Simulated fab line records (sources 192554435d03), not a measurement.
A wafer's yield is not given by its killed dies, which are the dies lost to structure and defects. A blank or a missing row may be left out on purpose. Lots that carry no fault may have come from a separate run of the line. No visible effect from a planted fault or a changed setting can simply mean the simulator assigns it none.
Comparing a struck lot with a sound one | flow n5 finfet | 15 steps out of a route of 1938
Sound: wafers L485.2, L485.4, L485.5. Struck: wafer L494.6. (L494.4, L494.5 of the same lot were not struck and are left out.) The cause comes at the end.
At each step with rows: each side's tool, then ch and its chambers, then its first start. Under that, the readings that differ: sound wafers | struck wafers | difference of the means | sigmas: that difference in standard deviations of wafers without a fault.
alike: a reading whose means differ by less than 2 such deviations, as well as words and numbers matching on both sides. not compared: withheld readings; readings where some wafer has no value; bounds like >300 that might hide an equal value; numbers whose values overlap and for which the record gives no deviation.
A row with sigmas, a row that says differs or no value, or rows on one side alone: a step with any of these is where the two part. Non-overlapping numbers with no deviation appear without sigmas and do not part them. Lack of a reading on every wafer of one side parts them only where that side has two or more wafers.

N5_MOL_CONTACT_COAG_INSPECT_97: inspects for defects (darkfield).
  sound on defect inspect-02 at day 6 15:22; struck on defect inspect-01 at day 8 14:33
  alike: raw defect count
then, 2 steps without rows for these wafers: N5_BEOL_M0_SAQP_PECVD_00 (deposits SiCN from 3MS/NH3, target thk 8 nm, time 14 s); N5_BEOL_M0_SAQP_ILD_DEP_01 (deposits SiOC from DEMS/O2, target thk 45.419 nm, time 8.7 s).
N5_BEOL_M0_SAQP_HM_DEP_02: deposits TiN, target thk 12 nm.
  sound on pvd sputter-02 at day 6 18:14; struck on pvd sputter-02 at day 8 15:13
  alike: throttle valve pct
N5_BEOL_M0_SAQP_PECVD_03: deposits SiCN from 3MS/NH3, target thk 12 nm, time 21.1 s.
  sound on pecvd-04 ch 0,1,2, day 6 18:21; struck on pecvd-01 ch 0, day 8 15:21
  alike: showerhead plenum p Torr, throttle valve pct
N5_BEOL_M0_SAQP_PECVD_96: deposits a-Si from SiH4/He, target thk 45 nm, time 45.2 s.
  sound on pecvd-04 ch 0,1,2, day 6 18:23; struck on pecvd-01 ch 0, day 8 15:23
  alike: heater power w, showerhead plenum p Torr, throttle valve pct
N5_BEOL_M0_SAQP_PECVD_97: deposits SiNx from SiH4/NH3/N2, target thk 23 nm, time 19.9 s.
  sound on pecvd-04 ch 0,1,2, day 6 18:26; struck on pecvd-01 ch 0, day 8 15:26
  alike: heater power w, showerhead plenum p Torr, throttle valve pct
then, 1 step without rows for these wafers: N5_BEOL_M0_SAQP_PECVD_04 (deposits a-Si from SiH4/He, target thk 60 nm, time 60.2 s).
N5_BEOL_M0_SAQP_THK_MEAS_05:
  sound on film metro-01 at day 6 18:35; struck on film metro-01 at day 8 15:33
  alike: thk nm
N5_BEOL_M0_SAQP_HM_DEP_111: deposits SiO2 from SiH4/N2O, target thk 12 nm, time 7.2 s.
  sound on pecvd-02 ch 0,1, day 6 18:37; struck on pecvd-04 ch 1, day 8 15:37
  reading            | sound       | struck | difference | sigmas
  heater power w (W) | 828 742 817 | 612    | -184       | -2
  alike: showerhead plenum p Torr
then, 1 step without rows for these wafers: N5_BEOL_M0_SAQP_COAT_81 (time 60 s, resist thk 100 nm).
N5_BEOL_M0_SAQP_COAT_82: time 60 s, resist thk 30 nm.
  sound on litho track-05 ch 0, day 6 18:43; struck on litho track-05 ch 0, day 8 15:40
  reading                  | sound             | struck | difference | sigmas
  heater power total W (W) | 427.1 428.7 425.1 | 524.6  | +97.6      | +44
  run length s (s)         | 66.28 66.28 66.29 | 49.76  | -16.52     | -92
  alike: spin speed rpm
  not compared: plate temp C
then, 1 step without rows for these wafers: N5_BEOL_M0_SAQP_COAT_08 (resist thk 90 nm).
-- the record jumps here: 3 days lie between the struck wafers' starts before and after (it left off in module BEOL_M0_SAQP and takes up again in module BEOL_M4, whose first step shown is number 1111 of the route) --
N5_BEOL_M4_RC_MEAS_101:
  sound on prober-01 ch 0, day 9 15:09; struck on prober-02 ch 0, day 11 19:02
  alike: DIBL_N, DIBL_P, IOFF_N, IOFF_P, ION_N, ION_P, SS_N, SS_P, VT_N, VT_P
-- record jumps: 4 days separate the struck wafers' starts on either side; left off in module BEOL_M4, taken up again in module PASSIVATION, whose first shown step is the route's number 1936 --
N5_PASSIVATION_PROBE_49:
  sound on prober-01 at day 14 12:43; struck on prober-01 at day 16 05:52
  alike: defect limited yield, killed_at_M0_to_M3, killed_at_M4_up, killed at contacts, killed at front end, killed at other, killed dies, killed open, killed short, sort_bin_5_function, sort_bin_6_memory, sort n pass, sort yield pct

== WHERE THEY PART ==
Last at N5_BEOL_M0_SAQP_COAT_82 as far as this record goes, first at N5_BEOL_M0_SAQP_HM_DEP_111. Later steps at which nothing parts them and some readings are alike: N5_BEOL_M4_RC_MEAS_101, N5_PASSIVATION_PROBE_49.

WHY: what had been put in by the simulator
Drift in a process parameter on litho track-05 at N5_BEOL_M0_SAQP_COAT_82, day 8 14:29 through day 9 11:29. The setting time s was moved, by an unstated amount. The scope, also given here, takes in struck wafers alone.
